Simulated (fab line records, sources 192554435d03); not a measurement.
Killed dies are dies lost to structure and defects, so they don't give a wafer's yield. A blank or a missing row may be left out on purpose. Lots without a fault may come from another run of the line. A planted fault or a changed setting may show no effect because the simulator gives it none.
One fault seen from 2 desks | flow n5_finfet | each desk has only its own numbers; what lay behind them comes last

THE METROLOGY DESK
What the gauges read, lot by lot, whatever tool the lot ran on: means of the sampled wafers that have a number. A lot is out of limits, marked OUT, if its mean lies more than 4 standard deviations from the usual mean; the brackets give that distance.
Columns: A = cd_nm at N5_BEOL_M13_CD_MEAS_28, usual 209.1 nm
lot  | first seen here | A
L488 | day 10 14:42    | 208.7
L489 | day 10 15:14    | 209.2
L491 | day 11 13:49    | 209.1
L494 | day 12 14:49    | 210.1
L496 | day 13 01:33    | 209.6
L497 | day 13 14:20    | 209.2
L498 | day 13 20:50    | 209.6
L503 | day 14 19:41    | 209.6
L505 | day 15 03:20    | 208.8
L508 | day 16 07:37    | 209.0
This desk's finding: nothing out of limits on any of the 10 lots.

THE TOOL OWNER'S DESK: rie_diel-04
The tool's own readings at N5_BEOL_M13_ETCH_67 (etches SiARC in CF4, target depth 143 nm, time 238.3 s): means of the sampled wafers that have a number, for each lot that ran on this tool. A lot is out of limits, marked OUT, if its mean lies more than 4 standard deviations from the usual mean; the brackets give that distance.
Columns: A = chamber_pressure_mTorr at N5_BEOL_M13_ETCH_67, usual 40.00 mTorr; B = drypump_motor_current_A at N5_BEOL_M13_ETCH_67, usual 5.7 A; C = etch_rf_on_time_s at N5_BEOL_M13_ETCH_67, usual 235 s; D = oes_product_au at N5_BEOL_M13_ETCH_67, usual 0.69 a.u.; E = rf_vpp_V at N5_BEOL_M13_ETCH_67, usual 184.1 V; F = showerhead_plenum_p_Torr at N5_BEOL_M13_ETCH_67, usual 2.15 Torr; G = throttle_valve_pct at N5_BEOL_M13_ETCH_67, usual 15.65 %
lot  | first seen here | A     | B   | C              | D    | E     | F    | G
L488 | day 10 15:16    | 40.01 | 5.7 | 233            | 0.75 | 184.0 | 2.18 | 15.42
L491 | day 11 13:57    | 40.04 | 5.7 | 233            | 0.74 | 184.4 | 2.17 | 15.45
L496 | day 13 01:40    | 40.00 | 5.4 | 233            | 0.71 | 184.6 | 2.13 | 15.46
L497 | day 13 14:29    | 39.99 | 5.3 | 231            | 0.75 | 183.8 | 2.18 | 15.34
L498 | day 13 20:57    | 40.02 | 5.3 | 273 (+7.0) OUT | 0.72 | 185.1 | 2.18 | 15.34
L503 | day 14 20:02    | 39.95 | 5.4 | 293 (+11) OUT  | 0.65 | 184.2 | 2.10 | 15.53
L505 | day 15 03:27    | 39.99 | 5.8 | 292 (+11) OUT  | 0.69 | 184.2 | 2.17 | 15.53
This desk's finding: out of limits on L498, L503, L505; first on L498, day 13 20:57 (etch_rf_on_time_s at N5_BEOL_M13_ETCH_67). In limits: L488, L491, L496, L497.

PUT TOGETHER
The tool owner's desk could have raised an alarm at day 13 20:57, on L498, L503, L505.
The metrology desk saw nothing out of limits.
The metrology desk has L498, L503, L505 on record, within its limits.
Of the lots named, all ran N5_BEOL_M13_ETCH_67 on rie_diel-04.

WHAT THE SIMULATOR HAD PUT IN
Process parameter drift: rie_diel-04, from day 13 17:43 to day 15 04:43, at N5_BEOL_M13_ETCH_67. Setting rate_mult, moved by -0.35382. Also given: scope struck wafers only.
Lots struck among those shown: L498, L503, L505.
Hours from the fault's start to each desk's first reading out of limits: the tool owner's desk, 3.
